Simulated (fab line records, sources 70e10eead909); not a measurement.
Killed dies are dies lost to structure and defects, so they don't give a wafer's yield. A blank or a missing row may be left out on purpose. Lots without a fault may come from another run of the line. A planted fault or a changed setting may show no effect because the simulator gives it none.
fab line records | flow nand_harc
record lots=5 wafers=15 last_day=34
route steps=1302 shown P_M0@263 P_M1@285 END@1302
lots that met no fault: from a run of the same line without faults
start_h: hours from the record's first day to the start of the lot's first wafer shown | wait_h: hours since the lot's step before | " the same as in the row above | L1.1+2: a row that stands for several wafers | - no value, or no start given | * or withheld: withheld | < > ~ a bound
route shown NAME@n: a module of which the file shows steps, and the number in the route of the first | usual: mean/standard deviation of fault-free wafers | same: alike in all rows | chamber/n: place in a boat | sites: the reading at each site | _std_site: their standard deviation | _edge_site: outer sites' mean less inner sites' | radius_mm: how far each site lies from the wafer's centre | mask NAME#n: copy n | behind: the tool/chamber that last shaped the wafer | hold: why the lot was held/for how many hours/how that ended | device: the transistor (n, p or np) that didn't switch | end of line: the same wafers' tests at the end of the route | a step without rows: its recipe alone | killed: dies lost to structure and defects at the first sort, not the wafer's yield | map: a wafer's dies, x killed, . not, _ none there
set.NAME: the setting as run; set.NAME@STEP: as run at that earlier step | model.NAME: the simulator's own value behind a step, which no gauge read
lots at some steps of the route; a table a step, a row a wafer
services: from which hour (start_h, from the record's first day; less than 0 if before it) a tool's chamber was out of use, for how many hours, and why
## steps
# step NHARC_P_M0_CD_MEAS_09
# recipe target_cd_nm=90 landing_energy_ev=500
# usual cd_nm=89.9/0.54
# same landing_energy_ev=500
# columns lot.wafer tool chamber start_h wait_h cd_nm
L722.1 cd_sem-03 0 126.11 - 89.5
L722.2 " 0 " " 89.1
L722.5 " 0 " " 89.0
L729.1 cd_sem-01 0 198.36 - 90.6
L729.3 " 0 " " 90.2
L729.4 " 0 " " 90.2
L737.1 cd_sem-03 0 270.91 - 89.9
L737.5 " 0 " " 90.1
L737.6 " 0 " " 90.7
L738.1 cd_sem-01 0 286.64 - 88.8
L738.5 " 0 " " 90.7
L738.6 " 0 " " 89.5
L744.1 cd_sem-02 0 348.32 - 88.3
L744.3 " 0 " " 89.2
L744.4 " 0 " " 89.6
# step NHARC_P_M0_OVL_MEAS_10
# recipe pitch_nm=180
# usual overlay_x_nm=0.2/1.1 overlay_y_nm=0.0/0.98
# columns lot.wafer tool chamber start_h wait_h overlay_x_nm overlay_y_nm
L722.1 overlay-01 - 126.20 - 0.5 0.0
L722.2 " - " " 0.2 0.0
L722.5 " - " " 0.3 0.0
L729.1 overlay-01 - 198.45 - -0.6 1.1
L729.3 " - " " -0.5 1.0
L729.4 " - " " -0.6 0.6
L737.1 overlay-02 - 271.00 - -0.8 0.3
L737.5 " - " " -0.6 -0.4
L737.6 " - " " -1.1 0.1
L738.1 overlay-02 - 286.74 - 0.5 1.3
L738.5 " - " " 0.7 1.0
L738.6 " - " " 1.2 1.0
L744.1 overlay-01 - 348.41 - -0.5 -0.5
L744.3 " - " " -0.4 -0.4
L744.4 " - " " -1.3 -0.8
# step NHARC_P_M0_INSPECT_11
# usual raw_defect_count=4.5/2.7
# columns lot.wafer tool chamber start_h wait_h raw_defect_count
L722.1 defect_inspect-02 - 126.24 0.0 3
L722.2 " - " " 4
L722.5 " - " " 5
L729.1 defect_inspect-02 - 198.49 0.0 2
L729.3 " - " " 2
L729.4 " - " " 3
L737.1 defect_inspect-02 - 271.03 0.0 6
L737.5 " - " " 7
L737.6 " - " " 8
L738.1 defect_inspect-02 - 286.77 0.0 3
L738.5 " - " " 3
L738.6 " - " " 7
L744.1 defect_inspect-02 - 348.44 0.0 3
L744.3 " - " " 6
L744.4 " - " " 5
# step NHARC_P_M0_DESCUM_14
# recipe time_s=3 o2_flow_sccm=200 ar_flow_sccm=0 bias_power_w=0 chemistry=O2
# step NHARC_P_M0_ETCH_34
# recipe target_depth_a=400 overetch_a=120 time_s=43.94 ion_energy_ev=200 n2_flow_sccm=150 h2_flow_sccm=150 ar_flow_sccm=0 rf_w=400 bias_w=150 chemistry=N2/H2
# step NHARC_P_M0_ETCH_15
# recipe target_depth_a=1500 overetch_a=150 time_s=82.5 c4f8_flow_sccm=withheld ar_flow_sccm=400 rf_w=600 bias_w=300 chemistry=C4F8/Ar
# step NHARC_P_M0_CD_MEAS_16
# usual cd_nm=89.9/0.62
# columns lot.wafer tool chamber start_h wait_h cd_nm
L722.1 cd_sem-01 - 126.73 0.2 89.3
L722.2 " - " " 89.0
L722.5 " - " " 89.2
L729.1 cd_sem-03 - 198.85 - 90.7
L729.3 " - " " 89.5
L729.4 " - " " 89.8
L737.1 cd_sem-02 - 271.44 - 90.2
L737.5 " - " " 90.5
L737.6 " - " " 91.3
L738.1 cd_sem-01 - 287.24 - 89.6
L738.5 " - " " 90.5
L738.6 " - " " 89.8
L744.1 cd_sem-01 - 348.80 - 88.8
L744.3 " - " " 89.1
L744.4 " - " " 89.1
# step NHARC_P_M0_STRIP_18
# recipe power_w=1000 n2_flow_sccm=150 h2_flow_sccm=150 ar_flow_sccm=0 bias_w=0 chemistry=N2/H2
# step NHARC_P_M0_STRIP_19
# recipe time_s=600 temp_c=30 chemistry=post_etch_residue_remover
# step NHARC_P_M0_DEGAS_28
# recipe temp_c=250 time_s=60
# step NHARC_P_M0_PRE_CLEAN_29
# recipe time_s=30 temp_c=280 gas=H2/He
# step NHARC_P_M0_PVD_20
# recipe target_thk_a=50 bias_v=168.6 power_w=15000 chamber_pressure_pa=0.12 time_s=8.06 substrate_temp_c=50 material=TaN
# usual throttle_valve_pct=30.2/1.1
# columns lot.wafer tool chamber start_h wait_h throttle_valve_pct
L722.1 pvd_sputter-03 - - - 29.8
L722.2 " - " " 31.3
L722.5 " - " " 28.3
L729.1 pvd_sputter-01 - - - 28.7
L729.4 " - " " 32.1
L729.3 " - " " 31.0
L737.1 pvd_sputter-03 - - - 31.6
L737.6 " - " " 31.4
L737.5 " - " " 30.2
L738.1 pvd_sputter-01 - - - 31.3
L738.5 " - " " 31.3
L738.6 " - " " 29.7
L744.1 pvd_sputter-02 - - - 30.5
L744.3 " - " " 29.7
L744.4 " - " " 29.3
# step NHARC_P_M0_PVD_21
# recipe target_thk_a=300 chamber_pressure_pa=5 power_w=5000 substrate_temp_c=30 time_s=20.49 material=Cu
# usual throttle_valve_pct=30.2/1.1
# columns lot.wafer tool chamber start_h wait_h throttle_valve_pct
L722.2 pvd_sputter-03 - 127.73 - 31.2
L722.1 " - " " 28.3
L722.5 " - " " 30.9
L729.1 pvd_sputter-01 - 199.69 - 32.2
L729.4 " - " " 29.7
L729.3 " - " " 30.9
L737.1 pvd_sputter-03 - 272.34 - 29.0
L737.5 " - " " 28.6
L737.6 " - " " 29.1
L738.1 pvd_sputter-01 - 288.12 - 31.8
L738.6 " - " " 29.1
L738.5 " - " " 31.2
L744.3 pvd_sputter-02 - 349.68 - 30.3
L744.4 " - " " 30.0
L744.1 " - " " 29.3
# step NHARC_P_M0_ECD_22
# recipe target_thk_a=4000 bath_temp_c=25 material=Cu
# step NHARC_P_M0_ANNEAL_30
# recipe temp_c=225 time_s=90
# step NHARC_P_M0_CMP_23
# recipe t_overpolish_s=20 target_thk_nm=117.54
# usual motor_current_A=12.1/1.3 time_to_endpoint_s=29.5/2.2
# columns lot.wafer tool chamber start_h wait_h motor_current_A time_to_endpoint_s
L722.1 cmp-01 1 128.62 - 11.9 30.9
L722.2 " 3 " " 12.4 27.9
L722.5 " 1 " " 12.3 31.6
L729.1 cmp-01 3 200.58 - 13.2 30.5
L729.4 " 0 " " 12.4 29.3
L729.3 " 1 " " 12.0 25.6
L737.1 cmp-01 2 273.19 - 9.9 25.8
L737.6 " 2 " " 10.2 27.2
L737.5 " 3 " " 13.0 31.6
L738.1 cmp-04 1 289.03 - 12.9 32.7
L738.6 " 2 " " 12.7 29.9
L738.5 " 3 " " 9.4 28.8
L744.3 cmp-04 3 350.67 - 9.3 26.2
L744.1 " 0 " " 10.9 27.7
L744.4 " 1 " " 12.0 25.7
# step NHARC_P_M0_SRD_25
# step NHARC_P_M0_INSPECT_27
# usual raw_defect_count=301/110
# columns lot.wafer tool chamber start_h wait_h raw_defect_count
L722.1 defect_inspect-02 - 129.07 0.0 255
L722.2 " - " " 222
L722.5 " - " " 449
L729.1 defect_inspect-01 - 201.04 0.0 239
L729.3 " - " " 174
L729.4 " - " " 207
L737.1 defect_inspect-02 - 273.66 0.0 626
L737.5 " - " " 343
L737.6 " - " " 317
L738.1 defect_inspect-02 - 289.41 0.0 255
L738.5 " - " " 183
L738.6 " - " " 295
L744.1 defect_inspect-02 - 351.14 0.0 320
L744.3 " - " " 380
L744.4 " - " " 264
# step NHARC_P_M0_PRE_CLEAN_31
# recipe time_s=12 temp_c=370 rf_power_w=300 gas=NH3
# step NHARC_P_M0_DEP_32
# recipe target_thk_a=300 temp_c=370 target_thk_nm=30 pressure_torr=3 flow_sccm=200 rf_w=450 material=SiCN
# usual heater_power_outer_w=343/42 heater_power_w=595/68
# columns lot.wafer tool chamber start_h wait_h heater_power_outer_w heater_power_w
L722.2 pecvd-01 1 129.21 0.1 316 533
L722.1 " 2 " " 310 524
L722.5 " 1 " " 311 557
L729.1 pecvd-03 0 201.18 0.1 395 641
L729.3 " 2 " " 348 603
L729.4 " 2 " " 337 599
L737.1 pecvd-01 0 273.90 0.1 379 644
L737.5 " 1 " " 294 521
L737.6 " 0 " " 379 640
L738.1 pecvd-02 1 289.56 0.1 367 655
L738.6 " 1 " " 378 649
L738.5 " 2 " " 409 711
L744.1 pecvd-02 2 351.40 0.1 374 680
L744.4 " 1 " " 310 588
L744.3 " 2 " " 360 672
# step NHARC_P_M1_DEP_00
# recipe target_thk_a=1825 target_thk_nm=182.5 temp_c=withheld pressure_torr=5 flow_sccm=200 rf_w=600 material=SiOC
# step NHARC_P_M1_DEHYDRATE_01
# recipe temp_c=150 time_s=120
# step NHARC_P_M1_HMDS_02
# recipe time_s=30
# step NHARC_P_M1_COAT_34
# recipe temp_c=200 time_s=65
# step NHARC_P_M1_COAT_03
# recipe spin_rpm=1500 resist_thk_nm=90
# step NHARC_P_M1_SOFTBAKE_04
# recipe temp_c=105 time_s=55
# step NHARC_P_M1_EBR_05
# step NHARC_P_M1_EXPOSE_06
# recipe na=1.35 target_cd_nm=130 dose_mj=81.88 mask_id=P_M1
# step NHARC_P_M1_PEB_07
# recipe peb_temp_c=100 peb_time_s=65
# step NHARC_P_M1_DEVELOP_08
# recipe develop_time_s=35 dev_temp_c=23
# step NHARC_P_M1_CD_MEAS_09
# recipe target_cd_nm=130 landing_energy_ev=500
# usual cd_nm=129.9/0.48
# same landing_energy_ev=500
# columns lot.wafer tool chamber start_h wait_h cd_nm
L722.1 cd_sem-03 0 130.34 - 130.5
L722.2 " 0 " " 130.4
L722.5 " 0 " " 130.0
L729.1 cd_sem-01 0 202.33 - 129.8
L729.3 " 0 " " 129.4
L737.1 cd_sem-01 0 275.07 - 129.5
L737.5 " 0 " " 129.6
L737.6 " 0 " " 130.3
L738.1 cd_sem-01 0 290.80 - 130.3
L738.5 " 0 " " 130.4
L738.6 " 0 " " 130.4
L744.1 cd_sem-01 0 352.71 - 129.2
L744.3 " 0 " " 129.4
L744.4 " 0 " " 128.7
# step NHARC_P_M1_OVL_MEAS_10
# recipe pitch_nm=260
# usual overlay_x_nm=0.0/0.75 overlay_y_nm=0.0/0.87
# columns lot.wafer tool chamber start_h wait_h overlay_x_nm overlay_y_nm
L722.1 overlay-02 - 130.43 - -0.6 -0.3
L722.2 " - " " -0.4 -0.1
L722.5 " - " " 0.1 -0.1
L729.1 overlay-02 - 202.43 - 0.9 -0.1
L729.3 " - " " 0.9 -0.1
L737.1 overlay-01 - 275.16 - 0.1 0.5
L737.5 " - " " -0.3 -0.1
L737.6 " - " " 0.1 0.2
L738.1 overlay-02 - 290.89 - 0.7 0.1
L738.5 " - " " 0.4 0.4
L738.6 " - " " 0.2 0.4
L744.1 overlay-01 - 352.80 - -0.3 1.3
L744.3 " - " " -0.6 1.0
L744.4 " - " " -0.7 1.5
# step NHARC_P_M1_INSPECT_11
# usual raw_defect_count=4.5/2.9
# columns lot.wafer tool chamber start_h wait_h raw_defect_count
L722.1 defect_inspect-02 - 130.47 0.0 2
L722.2 " - " " 3
L722.5 " - " " 5
L729.1 defect_inspect-02 - 202.47 0.0 3
L729.3 " - " " 3
L737.1 defect_inspect-01 - 275.20 0.0 4
L737.5 " - " " 9
L737.6 " - " " 10
L738.1 defect_inspect-02 - 290.92 0.0 4
L738.5 " - " " 3
L738.6 " - " " 9
L744.1 defect_inspect-01 - 352.83 0.0 2
L744.3 " - " " 4
L744.4 " - " " 7
# step NHARC_P_M1_DESCUM_14
# recipe time_s=3 o2_flow_sccm=200 ar_flow_sccm=0 bias_power_w=0 chemistry=O2
# usual drypump_motor_current_A=5.7/0.34 mfc_ar_sccm=0.006/0.0091 oes_product_au=0.999/0.0077 rf_vpp_V=57.6/0.86 showerhead_plenum_p_Torr=1.87/0.092 throttle_valve_pct=11.312/0.0089
# columns lot.wafer tool chamber start_h wait_h drypump_motor_current_A mfc_ar_sccm oes_product_au rf_hours_counter_h rf_vpp_V showerhead_plenum_p_Torr throttle_valve_pct
L722.2 rie_diel-02 1 130.53 0.1 5.7 0.007 1.008 27 57.9 1.87 11.307
L722.1 " 3 " " 5.3 0 1.003 24 57.7 1.92 11.305
L722.5 " 1 " " 5.6 0.007 1.009 - 57.9 1.87 11.307
L729.3 rie_diel-05 2 202.53 0.1 5.9 0 1.007 10 57.9 1.80 11.306
L729.1 " 0 " " 5.8 0.005 1.004 11 57.8 1.79 11.307
L737.1 rie_diel-13 3 275.26 0.1 5.4 0 0.982 11 56.9 2.00 11.313
L737.5 " 3 " " 5.4 0 0.984 - 59.9 2.00 11.322
L737.6 " 0 " " 6.3 0.020 0.993 - 56.0 1.82 11.326
L738.1 rie_diel-05 3 291.01 0.1 5.8 0 1.008 2 58.2 2.06 11.314
L738.5 " 0 " " 5.8 0.005 0.999 - 57.4 1.79 11.320
L738.6 " 1 " " 5.9 0.026 1.000 - 56.2 1.82 11.316
L744.3 rie_diel-13 2 352.90 0.1 5.6 0 0.984 0 56.3 1.81 11.315
L744.1 " 3 " " 5.4 0 0.998 0 59.2 2.00 11.315
L744.4 " 0 " " 6.3 0.020 1.001 0 57.5 1.82 11.294
# step NHARC_P_M1_ETCH_35
# recipe target_depth_a=400 overetch_a=120 time_s=43.94 ion_energy_ev=200 n2_flow_sccm=150 h2_flow_sccm=150 ar_flow_sccm=0 rf_w=400 bias_w=150 chemistry=N2/H2
# step NHARC_P_M1_ETCH_15
# recipe target_depth_a=1825 time_s=91.2 c4f8_flow_sccm=withheld ar_flow_sccm=400 rf_w=600 bias_w=300 chemistry=C4F8/Ar
# usual oes_product_au=0.953/0.022 rf_vpp_V=439.4/2.9
# columns lot.wafer tool chamber start_h wait_h oes_product_au rf_hours_counter_h rf_vpp_V
L722.1 rie_diel-02 1 - - 0.972 27 440.1
L722.2 " 3 " " 0.974 24 439.4
L722.5 " 1 " " 0.960 - 440.3
L729.1 rie_diel-05 2 - - 0.964 10 436.3
L729.3 " 1 " " 0.969 11 438.7
L737.1 rie_diel-13 3 - - 0.916 11 442.8
L737.6 " 0 " " 0.925 - 439.1
L737.5 " 1 " " 0.931 - 439.9
L738.1 rie_diel-05 2 - - 0.948 2 439.1
L738.5 " 1 " " 0.930 - 438.1
L738.6 " 2 " " 0.954 - 436.6
L744.3 rie_diel-13 2 - - 0.956 0 438.8
L744.1 " 3 " " 0.973 0 442.3
L744.4 " 1 " " 0.945 0 439.5
# step NHARC_P_M1_CD_MEAS_16
# usual cd_nm=130.1/0.61
# columns lot.wafer tool chamber start_h wait_h cd_nm
L722.1 cd_sem-03 - 130.83 - 130.1
L722.2 " - " " 130.5
L722.5 " - " " 129.8
L729.1 cd_sem-03 - 202.89 - 130.0
L729.3 " - " " 129.2
L737.1 cd_sem-01 - 275.56 - 129.7
L737.5 " - " " 129.0
L737.6 " - " " 130.5
L738.1 cd_sem-01 - 291.29 - 131.0
L738.5 " - " " 130.6
L738.6 " - " " 130.3
L744.1 cd_sem-01 - 353.20 - 129.7
L744.3 " - " " 129.6
L744.4 " - " " 128.9
# step NHARC_P_M1_STRIP_18
# recipe power_w=1000 n2_flow_sccm=150 h2_flow_sccm=150 ar_flow_sccm=0 bias_w=0 chemistry=N2/H2
# step NHARC_P_M1_ETCH_28
# recipe target_depth_a=300 over_etch_frac=0.3 time_s=72.99 ion_energy_ev=150 cf4_flow_sccm=50 n2_flow_sccm=100 ar_flow_sccm=150 rf_w=300 bias_w=100 chemistry=CF4/N2
# step NHARC_P_M1_STRIP_19
# recipe time_s=600 temp_c=30 chemistry=post_etch_residue_remover
# step NHARC_END_SORT_01
# recipe temp_c=25
# usual defect_limited_yield=91/3.1 killed_at_array=53/21 killed_at_other=1.0/1.3 killed_at_periphery=3.8/2.4 killed_dies=58/21 killed_open=3.4/1.9 killed_short=2.4/1.5 sort_bin_2_pct=3.0/1.3 sort_bin_3_pct=0.6/0.39 sort_bin_4_pct=4.9/1.8 sort_n_pass=619/21 sort_rim_yield_pct=88/5.3 sort_yield_pct=91/3.1
# same gross_dies=677 sort_bin_5_pct[%]=0 sort_bin_6_pct[%]=0 sort_bin_7_pct[%]=0 sort_bin_8_pct[%]=0 sort_rim_n_gross=106.00
# columns lot.wafer tool chamber start_h wait_h defect_limited_yield[%] killed_at_array killed_at_other killed_at_periphery killed_dies killed_open killed_short sort_bin_2_pct[%] sort_bin_3_pct[%] sort_bin_4_pct[%] sort_n_pass sort_rim_yield_pct[%] sort_yield_pct[%]
L722.1 prober-02 0 582.82 2.5 89 71 2 1 74 6 3 5.0 0.7 5.2 603 91 89
L722.2 prober-02 0 583.63 2.8 89 65 3 4 72 4 1 2.2 0.9 7.5 605 90 89
L722.5 prober-02 0 586.03 3.7 88 74 4 4 82 9 4 4.6 0.6 6.9 595 89 88
L729.4 prober-02 0 665.94 3.3 0 15 0 662 677 2 1 97.9 0.4 1.6 0 0 0
L737.1 prober-01 0 719.26 2.5 97 20 0 2 22 2 1 1.2 0 2.1 655 95 97
L737.5 prober-01 0 722.50 3.7 96 24 0 5 29 4 2 0.9 0.3 3.1 648 92 96
L737.6 prober-01 0 723.31 4.0 97 18 1 4 23 1 2 1.2 0.1 2.1 654 96 97
L738.1 prober-02 0 742.69 2.5 84 104 0 2 106 3 1 6.2 1.5 8.0 571 79 84
L738.5 prober-02 0 745.94 3.7 87 83 0 5 88 1 5 5.0 0.6 7.4 589 74 87
L738.6 prober-02 0 746.76 4.1 84 99 0 6 105 1 2 3.4 1.8 10.3 572 84 84
# killed by level:class
L722.1 A_CHANNEL_HOLE_D2:chamber_film_flake=37 A_SLIT:chamber_film_flake=16 A_CHANNEL_HOLE_D1:chamber_film_flake=3 A_CONTACT:chamber_film_flake=3 A_ZERO_WELL:chamber_film_flake=2 A_DECK1_JOINT:chamber_film_flake=2 THIN_TSV:chamber_film_flake=2 P_CONTACT:geometric_particle:short=1
L722.2 A_CHANNEL_HOLE_D2:chamber_film_flake=36 A_SLIT:chamber_film_flake=15 A_CONTACT:chamber_film_flake=5 A_ZERO_WELL:chamber_film_flake=4 THIN_TSV:chamber_film_flake=3 P_ZERO_WELL:geometric_particle:open=1 P_M0:geometric_particle:open=1 P_M1:geometric_particle:open=1
L722.5 A_CHANNEL_HOLE_D2:chamber_film_flake=36 A_SLIT:chamber_film_flake=19 A_DECK1_JOINT:chamber_film_flake=4 THIN_TSV:chamber_film_flake=4 A_ZERO_WELL:chamber_film_flake=3 A_ONON_D2:geometric_particle:short=2 A_BLC:geometric_particle:open=2 A_STAIRCASE:chamber_film_flake=2
L729.4 P_M0:area_pvd=656 A_CHANNEL_HOLE_D2:chamber_film_flake=8 P_M2:chamber_film_flake=3 A_STAIRCASE:chamber_film_flake=3 A_CHANNEL_HOLE_D1:chamber_film_flake=2 P_M1:geometric_particle:open=1 P_M2:geometric_particle:open=1 A_ONON_D1:geometric_particle:short=1
L737.1 A_CHANNEL_HOLE_D1:chamber_film_flake=5 A_SLIT:chamber_film_flake=4 A_STAIRCASE:chamber_film_flake=3 A_WL_FILL:chamber_film_flake=2 A_ONON_D2:geometric_particle:open=1 A_WL_FILL:geometric_particle:short=1 A_WL_FILL:geometric_particle:open=1 P_ZERO_WELL:chamber_film_flake=1
L737.5 A_CHANNEL_HOLE_D1:chamber_film_flake=6 A_SLIT:chamber_film_flake=4 A_ONON_D1:geometric_particle:open=2 A_CHANNEL_FILL_D2:chamber_film_flake=2 A_STAIRCASE:chamber_film_flake=2 A_WL_FILL:chamber_film_flake=2 P_M0:geometric_particle:short=1 A_CHANNEL_FILL_D1:geometric_particle:open=1
L737.6 A_CHANNEL_HOLE_D1:chamber_film_flake=8 A_WL_FILL:chamber_film_flake=3 A_CHANNEL_FILL_D1:chamber_film_flake=2 P_ZERO_WELL:chamber_film_flake=2 A_STAIRCASE:chamber_film_flake=2 P_M1:geometric_particle:open=1 P_M2:geometric_particle:short=1 A_DECK1_JOINT:geometric_particle:short=1
L738.1 A_CHANNEL_HOLE_D1:chamber_film_flake=38 A_SLIT:chamber_film_flake=22 A_CHANNEL_HOLE_D2:chamber_film_flake=21 A_CONTACT:chamber_film_flake=11 A_STAIRCASE:chamber_film_flake=5 A_CHANNEL_FILL_D2:chamber_film_flake=4 P_GATE:geometric_particle:short=1 A_DECK1_JOINT:geometric_particle:open=1
L738.5 A_SLIT:chamber_film_flake=20 A_CHANNEL_HOLE_D2:chamber_film_flake=19 A_CHANNEL_HOLE_D1:chamber_film_flake=17 A_CONTACT:chamber_film_flake=14 A_STAIRCASE:chamber_film_flake=4 P_ZERO_WELL:chamber_film_flake=2 A_CHANNEL_FILL_D2:chamber_film_flake=2 A_ONON_D1:geometric_particle:short=1
L738.6 A_CHANNEL_HOLE_D1:chamber_film_flake=36 A_CHANNEL_HOLE_D2:chamber_film_flake=23 A_SLIT:chamber_film_flake=21 A_CONTACT:chamber_film_flake=11 P_STI:chamber_film_flake=3 A_CHANNEL_FILL_D2:chamber_film_flake=3 A_CHANNEL_FILL_D1:geometric_particle:short=1 A_WL_FILL:geometric_particle:short=1
# map L729.4 (x killed, . not)
____________x____________
_________xxxxxxx_________
_______xxxxxxxxxxx_______
______xxxxxxxxxxxxx______
_____xxxxxxxxxxxxxxx_____
____xxxxxxxxxxxxxxxxx____
____xxxxxxxxxxxxxxxxx____
___xxxxxxxxxxxxxxxxxxx___
___xxxxxxxxxxxxxxxxxxx___
__xxxxxxxxxxxxxxxxxxxxx__
__xxxxxxxxxxxxxxxxxxxxx__
_xxxxxxxxxxxxxxxxxxxxxxx_
_xxxxxxxxxxxxxxxxxxxxxxx_
_xxxxxxxxxxxxxxxxxxxxxxx_
_xxxxxxxxxxxxxxxxxxxxxxx_
_xxxxxxxxxxxxxxxxxxxxxxx_
xxxxxxxxxxxxxxxxxxxxxxxxx
xxxxxxxxxxxxxxxxxxxxxxxxx
xxxxxxxxxxxxxxxxxxxxxxxxx
xxxxxxxxxxxxxxxxxxxxxxxxx
xxxxxxxxxxxxxxxxxxxxxxxxx
_xxxxxxxxxxxxxxxxxxxxxxx_
_xxxxxxxxxxxxxxxxxxxxxxx_
_xxxxxxxxxxxxxxxxxxxxxxx_
_xxxxxxxxxxxxxxxxxxxxxxx_
_xxxxxxxxxxxxxxxxxxxxxxx_
__xxxxxxxxxxxxxxxxxxxxx__
__xxxxxxxxxxxxxxxxxxxxx__
___xxxxxxxxxxxxxxxxxxx___
___xxxxxxxxxxxxxxxxxxx___
____xxxxxxxxxxxxxxxxx____
____xxxxxxxxxxxxxxxxx____
_____xxxxxxxxxxxxxxx_____
______xxxxxxxxxxxxx______
_______xxxxxxxxxxx_______
_________xxxxxxx_________
____________x____________
# map L738.1 (x killed, . not)
____________x____________
_________...xxxx_________
_______x.x.xxxxxx._______
______......xx.x...______
_____......xxx......_____
____.................____
____...............x.____
___.........x.........___
___...................___
__...xx.....x..........__
__.....................__
_.....x..x.............._
_x.....xx..............._
_x....xx.xx............._
_...xxxxx..x.xx........._
_x....xxx..x............_
.x.x.xx.xxx..............
.....x..xxx..............
......xxx.xx.............
.....x..x.x..............
..x....xx................
_.......x..............._
_......................._
_......................._
_........x.............._
_..............x.x...x.._
__.....................__
__............x........__
___...............x...___
___..x.x............x.___
____x..xx............____
____.xxx.x.x.........____
_____xxxxxx........x_____
______xxxx.x.x....x______
_______xx.xx.x...._______
_________......._________
____________.____________
## services
# columns tool chamber start_h hours kind
pvd_sputter-02 - 104.00 10.0 pm
pvd_sputter-03 - 105.77 1.7 repair
cmp-04 - 111.07 4.0 pm
pvd_sputter-01 - 121.61 4.5 repair
rie_diel-05 3 151.34 6.8 repair
pvd_sputter-03 - 161.99 6.5 repair
rie_diel-13 - 165.00 9.0 pm
pvd_sputter-03 - 180.44 10.0 pm
cmp-01 - 185.50 4.0 pm
cmp-01 - 190.60 1.2 repair
rie_diel-05 3 197.69 20.2 repair
cmp-01 - 211.50 0.6 repair
pvd_sputter-01 - 226.02 10.0 pm
rie_diel-05 - 229.60 9.0 pm
cmp-01 - 237.96 2.8 repair
rie_diel-13 2 261.36 6.1 repair
rie_diel-05 3 267.31 5.5 repair
cmp-01 - 274.64 2.4 repair
cmp-01 - 283.50 4.0 pm
rie_diel-05 3 310.83 8.0 repair
rie_diel-13 2 313.72 8.4 repair
rie_diel-13 1 326.52 4.1 repair
rie_diel-13 - 342.00 9.0 pm
pvd_sputter-03 - 348.46 1.8 repair
## key
first_sign step=NHARC_END_SORT_01 reading=killed_at_periphery direction=up sigmas=99+ usual=3.8 struck=662
effect step=NHARC_END_SORT_01 reading=sort_bin_2_pct direction=up sigmas=74 usual=3.0 struck=97.9
more_kills_born_at NHARC_P_M0_PVD_21@pvd_sputter-01=656
met_at NHARC_P_M0_PVD_21
struck_wafers L729.4
later_rows_left_out L729.4
fault kind=process_parameter_drift tool=pvd_sputter-01 chamber=- onset_h=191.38 steps=NHARC_P_M0_PVD_21 channel=target_thk_a offset=* shape=step end_h=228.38 acts_in=* stated=* scope=struck_wafers_only
# later_rows_left_out: the simulator's readings of these wafers behind a module that went badly wrong aren't trusted and aren't shown, but for the sort
